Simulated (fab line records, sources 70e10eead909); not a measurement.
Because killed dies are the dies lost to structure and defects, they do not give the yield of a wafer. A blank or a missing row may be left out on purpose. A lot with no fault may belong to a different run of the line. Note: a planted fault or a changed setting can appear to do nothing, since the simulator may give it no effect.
Matching of chambers + flow nand-harc + NHARC_HYBRID_BOND_ACTIVATE_00 on rie-diel-06: 4 sister chambers
The step chemistry N2, time 60 s. 4 wafers are shown with their chamber, then 9 later ones without.

WAFERS PAIRED WITH THEIR CHAMBERS
| wafer  | chamber | drypump-motor-current-A (A) |
|--------|---------|-----------------------------|
| L222.6 | 0       | 5.6                         |
| L223.1 | 1       | 6.2                         |
| L223.2 | 3       | 5.0                         |
| L223.4 | 2       | 4.9                         |

WAFERS MISSING THEIR CHAMBER
| wafer  | drypump-motor-current-A (A) |
|--------|-----------------------------|
| L225.2 | 6.2                         |
| L225.3 | 5.1                         |
| L225.5 | 5.0                         |
| L226.2 | 5.0                         |
| L226.3 | 6.2                         |
| L226.4 | 5.0                         |
| L228.1 | 5.0                         |
| L228.2 | 6.2                         |
| L228.5 | 6.2                         |

THE CHAMBER EACH PASSED THROUGH
| wafer  | from the rows above | in truth                   |
|--------|---------------------|----------------------------|
| L225.2 | 1                   | 1                          |
| L225.3 | 3                   | 3                          |
| L225.5 | 3                   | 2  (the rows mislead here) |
| L226.2 | 3                   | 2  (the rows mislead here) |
| L226.3 | 1                   | 1                          |
| L226.4 | 3                   | 3                          |
| L228.1 | 3                   | 3                          |
| L228.2 | 1                   | 1                          |
| L228.5 | 1                   | 1                          |
7 of 9 placed correctly. Left unplaced by these rows: 0. 2 placed wrongly.
How it was worked out, from the rows above alone: a wafer's distance from a chamber is the root of the sum, over the readings, of the square of ((its reading less the chamber's mean) divided by the reading's scatter). If the next closest chamber is less than 2 further off than the closest, the wafer can't be placed; otherwise it belongs to the closest. The mean given for a chamber averages the wafers shown for that chamber. The scatter: root of mean squared gap, hidden wafer to nearest shown wafer, with one shown wafer a chamber.
